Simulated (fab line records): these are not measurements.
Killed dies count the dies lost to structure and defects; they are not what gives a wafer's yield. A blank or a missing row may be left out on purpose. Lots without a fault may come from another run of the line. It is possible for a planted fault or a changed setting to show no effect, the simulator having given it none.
Matching of chambers / flow n5Finfet / cvdCo-02 running N5_BEOL_M5_PRE_CLEAN_77: 3 sister chambers
The step time 15 s. 3 wafers are shown with their chamber, then 12 later ones without.

EACH WAFER AND ITS CHAMBER
wafer=L089.1; chamber=2; heaterPowerW (W)=83
wafer=L089.3; chamber=1; heaterPowerW (W)=125
wafer=L089.6; chamber=0; heaterPowerW (W)=103

WAFERS WHOSE CHAMBER IS MISSING
wafer=L091.1; heaterPowerW (W)=82
wafer=L091.3; heaterPowerW (W)=101
wafer=L091.4; heaterPowerW (W)=128
wafer=L090.2; heaterPowerW (W)=127
wafer=L090.3; heaterPowerW (W)=101
wafer=L090.6; heaterPowerW (W)=124
wafer=L092.1; heaterPowerW (W)=128
wafer=L092.3; heaterPowerW (W)=84
wafer=L092.6; heaterPowerW (W)=125
wafer=L096.1; heaterPowerW (W)=102
wafer=L096.3; heaterPowerW (W)=83
wafer=L096.4; heaterPowerW (W)=82

WHICH CHAMBER EACH WENT THROUGH
wafer=L091.1; from the rows above=2; in truth=2
wafer=L091.3; from the rows above=0; in truth=0
wafer=L091.4; from the rows above=1; in truth=1
wafer=L090.2; from the rows above=1; in truth=1
wafer=L090.3; from the rows above=0; in truth=0
wafer=L090.6; from the rows above=1; in truth=1
wafer=L092.1; from the rows above=1; in truth=1
wafer=L092.3; from the rows above=2; in truth=2
wafer=L092.6; from the rows above=1; in truth=1
wafer=L096.1; from the rows above=0; in truth=0
wafer=L096.3; from the rows above=2; in truth=2
wafer=L096.4; from the rows above=2; in truth=2
Correct placement for 12 of the 12. Can't be placed from these rows: 0. 0 placed wrongly.
How it was worked out, from the rows above alone: a wafer's distance from a chamber is the root of the sum, over the readings, of the square of ((its reading less the chamber's mean) divided by the reading's scatter). The wafer belongs to the nearest chamber; if the next one is less than 2 further off, it can't be placed. For every chamber, the mean is computed from those of its wafers that are shown. The scatter (one wafer shown for each chamber): square how far every hidden wafer sits from the nearest shown wafer, average those squares and take the square root.
